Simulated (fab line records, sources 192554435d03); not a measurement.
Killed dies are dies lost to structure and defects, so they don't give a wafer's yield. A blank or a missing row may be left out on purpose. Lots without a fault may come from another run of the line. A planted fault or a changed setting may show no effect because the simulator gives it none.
Split-lot experiment | flow n5_finfet | 7 lots, 21 wafers read, on a route of 1938 steps

THE SPLIT
At N5_BEOL_M12_COAT_04 (resist thk 400 nm), the setting spin_rpm was moved away from the recipe's 1625 rpm on 8 of the 21 wafers read, by -10.4% to +6.7%. The other wafers ran this setting at the recipe's value.

FROM THE SPLIT TO THE READING: what the file shows between them, 1 step
- N5_BEOL_M12_ETCH_59: etches BARC in N2/H2, target depth 89 nm, overetch 26.7 nm, time 67.9 s (also split here: h2_flow_sccm)

THE READING
coat_of_BEOL_M12_COAT_04.thk_nm (the simulator's own value, which no gauge read), in nm, at N5_BEOL_M12_VIA_ETCH_16 (etches SiOC in C4F8/O2/Ar, target depth 724.8 nm). The file gives no usual value for it. The 13 wafers here that ran the recipe average 123.4 nm, standard deviation 3.3 nm.

wafer  | tool, chamber at the split | spin_rpm as run, rpm | against the recipe | coat_of_BEOL_M12_COAT_04.thk_nm, nm | against lot-mates on the recipe
L075.1 | litho_track-05, 0          | 1625                 | recipe             | 126                                 | -
L075.2 | litho_track-05, 0          | 1734                 | +6.7%              | 108.4                               | -17.6
L075.6 | litho_track-05, 0          | 1734                 | +6.7%              | 115                                 | -11.0
L081.1 | litho_track-05, 0          | 1625                 | recipe             | 125.4                               | -
L081.3 | litho_track-05, 0          | 1625                 | recipe             | 122.8                               | -
L081.6 | litho_track-05, 0          | 1625                 | recipe             | 126.6                               | -
L082.1 | litho_track-05, 0          | 1456                 | -10.4%             | 144.2                               | +24.2
L082.3 | litho_track-05, 0          | 1625                 | recipe             | 120                                 | -
L082.5 | litho_track-05, 0          | 1456                 | -10.4%             | 143.8                               | +23.8
L084.2 | litho_track-04, 0          | 1625                 | recipe             | 121.4                               | -
L084.5 | litho_track-04, 0          | 1680                 | +3.4%              | 110                                 | -11.4
L084.6 | litho_track-04, 0          | 1680                 | +3.4%              | 115.8                               | -5.6
L083.2 | litho_track-01, 0          | 1625                 | recipe             | 128                                 | -
L083.4 | litho_track-01, 0          | 1625                 | recipe             | 121                                 | -
L083.6 | litho_track-01, 0          | 1625                 | recipe             | 118                                 | -
L087.3 | litho_track-01, 0          | 1625                 | recipe             | 119.6                               | -
L087.4 | litho_track-01, 0          | 1461                 | -10.1%             | 141                                 | +21.4
L087.5 | litho_track-01, 0          | 1461                 | -10.1%             | 143.8                               | +24.2
L089.1 | litho_track-01, 0          | 1625                 | recipe             | 129                                 | -
L089.5 | litho_track-01, 0          | 1625                 | recipe             | 122.6                               | -
L089.6 | litho_track-01, 0          | 1625                 | recipe             | 124.4                               | -

THE FIT
A straight line over all 21 wafers: coat_of_BEOL_M12_COAT_04.thk_nm changes by -1.96 nm for each +1% of spin_rpm; r = -0.95; the points scatter about the line by 3.4 nm.
The same after taking each lot's own level away (the mean of its wafers on the recipe; 21 wafers): -2.27 nm for each +1%; r = -0.98; scatter 2.6 nm.
On that fit, the largest move of spin_rpm shifts the reading by 24 nm.
The lots' own levels span 119.60 to 126.00 nm, that is 1.9 times the standard deviation above.
So the lot-to-lot level changes the slope: the two fits differ.
Check: with one of the wafers moved furthest among these (-10.4%) left out of the fit, the line predicts +23.4 nm for it against its lot-mates. It came out at +24.2 nm against them.

OTHER SPLITS ON THESE WAFERS
These wafers also went through other splits before the reading. Each is held against what the fit with the lots' levels taken away leaves over:
other split on the same wafers   | wafers away from the commonest value | r with coat_of_BEOL_M12_COAT_04.thk_nm (lot level and that fit taken away)
N5_BEOL_M9_COAT_05 spin_rpm      | 8                                    | -0.06
N5_BEOL_M10_DEP_56 time_s        | 7                                    | -0.03
N5_BEOL_M12_ETCH_59 h2_flow_sccm | 9                                    | +0.29

THE WHOLE CHAIN: every reading that the file lists as answering this split, in the file's order
step                    | what it does                                     | reading                                                                          | change (the file's fit)              | r (the file's)
N5_BEOL_M12_COAT_04     | resist thk 400 nm                                | coat_of_BEOL_M12_COAT_04.thk_nm (the simulator's own value, which no gauge read) | -2.07 nm for each +1% of the setting | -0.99
N5_BEOL_M12_VIA_ETCH_16 | etches SiOC in C4F8/O2/Ar, target depth 724.8 nm | coat_of_BEOL_M12_COAT_04.thk_nm (the simulator's own value, which no gauge read) | -2.27 nm for each +1% of the setting | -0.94
N5_BEOL_M12_STRIP_63    | strips in N2/H2                                  | strip_time_to_endpoint_s                                                         | withheld for each +1% of the setting | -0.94

THE FILE'S OWN FIT
coat_of_BEOL_M12_COAT_04.thk_nm changes by -2.27 nm for each +1% of spin_rpm, r = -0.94.
